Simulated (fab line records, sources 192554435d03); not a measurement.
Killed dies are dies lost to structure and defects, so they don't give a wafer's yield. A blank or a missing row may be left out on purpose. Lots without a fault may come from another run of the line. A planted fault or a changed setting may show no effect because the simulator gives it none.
Which tool did it? | flow n5_finfet | 24 lots, 72 wafers sampled, at 2 steps of a route of 1938

WHAT THE GAUGES READ, wafer by wafer
N5_BEOL_M5_OVL_MEAS_29.
lot  | measured     | on         | V4_OVL (nm)
L076 | day 9 14:05  | overlay-02 | -0.6 -0.6 0.0
L074 | day 9 20:35  | overlay-02 | -0.3 -0.2 0.0
L075 | day 9 22:50  | overlay-02 | -0.3 0.4 -0.3
L077 | day 9 22:56  | overlay-02 | -0.7 -1.0 -1.0
L078 | day 10 21:44 | overlay-02 | 1.0 0.1 0.4
L080 | day 10 23:27 | overlay-01 | 0.3 0.2 -0.7
L081 | day 11 00:10 | overlay-01 | -0.1 0.9 1.0
L079 | day 11 00:20 | overlay-02 | -0.9 -0.6 -1.1
L082 | day 11 07:41 | overlay-01 | 0.9 0.4 0.2
L083 | day 12 02:14 | overlay-02 | -0.3 -0.4 -0.4
L084 | day 12 05:52 | overlay-01 | -0.1 0.1 0.8
L087 | day 12 11:19 | overlay-01 | -1.0 -1.2 -0.2
L086 | day 12 11:25 | overlay-02 | -0.1 -0.7 -1.2
L085 | day 12 14:29 | overlay-01 | -0.8 -0.3 0.1
L089 | day 13 16:48 | overlay-01 | 0.7 -0.4 -0.9
L088 | day 13 23:06 | overlay-01 | -0.8 1.0 0.6
L091 | day 13 23:38 | overlay-02 | 0.5 -0.1 -0.6
L090 | day 13 23:49 | overlay-02 | -0.4 -0.4 0.1
L092 | day 14 04:45 | overlay-01 | -0.6 -0.5 -0.7
L094 | day 14 09:01 | overlay-01 | -0.7 0.4 0.0
L093 | day 14 13:47 | overlay-02 | -1.3 -0.6 -0.9
L095 | day 15 03:38 | overlay-02 | -0.6 -0.1 0.0
L096 | day 15 05:57 | overlay-01 | -1.0 -0.1 -0.7
L097 | day 15 09:09 | overlay-02 | 1.1 0.7 0.8

N5_BEOL_M5_OCD_MEAS_38.
lot  | measured     | on     | trench_depth_nm (nm)
L076 | day 9 14:36  | ocd-02 | 69.3 70.3 70.8
L074 | day 9 21:06  | ocd-02 | 73.5 73.1 72.5
L075 | day 9 23:21  | ocd-01 | 70.3 69.9 70.1
L077 | day 9 23:51  | ocd-02 | 70.7 70.9 72.4
L078 | day 10 22:36 | ocd-01 | 73.0 71.1 71.2
L080 | day 10 23:59 | ocd-01 | 69.5 71.6 71.0
L081 | day 11 00:41 | ocd-02 | 69.4 71.6 69.5
L079 | day 11 01:04 | ocd-01 | 69.8 69.3 70.3
L082 | day 11 08:16 | ocd-02 | 71.9 72.0 72.2
L083 | day 12 02:52 | ocd-02 | 69.5 72.6 69.5
L084 | day 12 06:22 | ocd-01 | 72.6 72.2 72.3
L087 | day 12 11:55 | ocd-01 | 71.5 72.7 72.4
L086 | day 12 12:07 | ocd-01 | 71.9 70.6 72.3
L085 | day 12 15:14 | ocd-02 | 71.2 72.8 71.5
L089 | day 13 17:22 | ocd-02 | 70.6 71.0 71.2
L088 | day 13 23:42 | ocd-01 | 70.7 72.1 70.1
L091 | day 14 00:09 | ocd-01 | 71.0 70.5 71.7
L090 | day 14 00:20 | ocd-01 | 70.2 71.1 70.2
L092 | day 14 05:16 | ocd-02 | 71.0 73.2 71.8
L094 | day 14 09:41 | ocd-02 | 71.2 70.6 70.8
L093 | day 14 14:17 | ocd-02 | 70.9 71.2 71.7
L095 | day 15 04:25 | ocd-01 | 71.2 72.1 70.8
L096 | day 15 06:27 | ocd-02 | 72.0 72.4 71.6
L097 | day 15 09:40 | ocd-01 | 71.3 71.5 70.9

WHICH TOOL RAN EACH LOT (tool, then ch and the chambers of the sampled wafers, then the start)
The record holds no process step before these readings.

WHAT THE TOOLS THEMSELVES READ (means of the sampled wafers that have a number; where no wafer has one, the mark that the record gives instead)
The record holds no such reading with a usual standard deviation.

THE ANSWER, worked out from the rows above alone
Rule: what is usual is taken from the lots themselves. Put in order of their means at a reading, lots are off if they are a third of the lots or fewer, leave a main group of 4 or more, and stand apart from it by a gap of 3 or more times the standard deviation of the main group's means; of several such gaps the widest counts. A main group whose means are all the same, to the digits that the tables above print for the reading, isn't used. A lot without any number at a reading at which 4 lots or more have one is off too. The other lots that the step has rows for count as sound. The gauges are gone through in route order, then the tools' own readings, and for those a lot's mean is taken as printed above. The first step at which some lot is off is used, and at that step the reading that is off furthest; a lot without a number counts as furthest.
No lot is off at any reading shown: from this, nothing can be told.

WHAT THE SIMULATOR HAD PUT IN
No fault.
